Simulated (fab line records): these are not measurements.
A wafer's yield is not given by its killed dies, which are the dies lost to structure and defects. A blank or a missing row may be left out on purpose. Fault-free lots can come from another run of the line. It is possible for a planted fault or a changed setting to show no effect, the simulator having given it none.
2 desks, one fault -- flow n5-finfet -- each desk holds nothing but its own numbers, with what lay behind them at the end

## THE DEFECT DESK
Inspection counts along the route, by lot: the mean over sampled wafers that carry a number. The brackets show how far a lot's mean lies from the usual mean; more than 4 standard deviations puts the lot out of limits, marked OUT.
Columns: A = raw-defect-count at N5_BEOL_M5_INSPECT_58, usual 66
lot,first seen here,A
L835,day 9 12:41,54
L837,day 9 18:44,76
L838,day 9 20:24,68
L839,day 10 06:33,70
L840,day 10 13:55,80
L851,day 13 01:19,55
L852,day 13 15:11,75
L854,day 14 01:56,59
L853,day 14 02:29,52
L855,day 14 11:21,64
L857,day 14 11:28,61
L856,day 14 21:44,73
Finding of this desk: none of the 12 lots has anything out of limits.

## DESK OF THE TOOL OWNER: litho-track-05
The tool's own readings at N5_BEOL_M6_COAT_59 (time 60 s, resist thk 100 nm): means of the sampled wafers that have a number, for each lot that ran on this tool. The brackets show how far a lot's mean lies from the usual mean; more than 4 standard deviations puts the lot out of limits, marked OUT.
Columns: A = spin-speed-rpm at N5_BEOL_M6_COAT_59, usual 1500.0 rpm
lot,first seen here,A
L835,day 9 14:53,1499.7
L839,day 10 10:24,1498.9
L851,day 13 03:08,1572.8 (+66) OUT
L852,day 13 16:27,1573.4 (+67) OUT
This desk's finding: out of limits on L851, L852; first on L851, day 13 03:08 (spin-speed-rpm at N5_BEOL_M6_COAT_59). In limits: L835, L839.

## ALL TOGETHER
An alarm could have come from the tool owner's desk at day 13 03:08, on L851, L852.
Nothing out of limits was seen by the defect desk.
The defect desk has L851, L852 on record, within its limits.
All the named lots went through N5_BEOL_M6_COAT_59 on litho-track-05.

## WHAT THE SIMULATOR HAD INSERTED
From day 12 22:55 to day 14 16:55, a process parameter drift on litho-track-05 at N5_BEOL_M6_COAT_59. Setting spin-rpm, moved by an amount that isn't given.
Lots struck among those shown: L851, L852.
How many hours passed from the start of the fault until each desk's first out-of-limits reading: the tool owner's desk, 4.
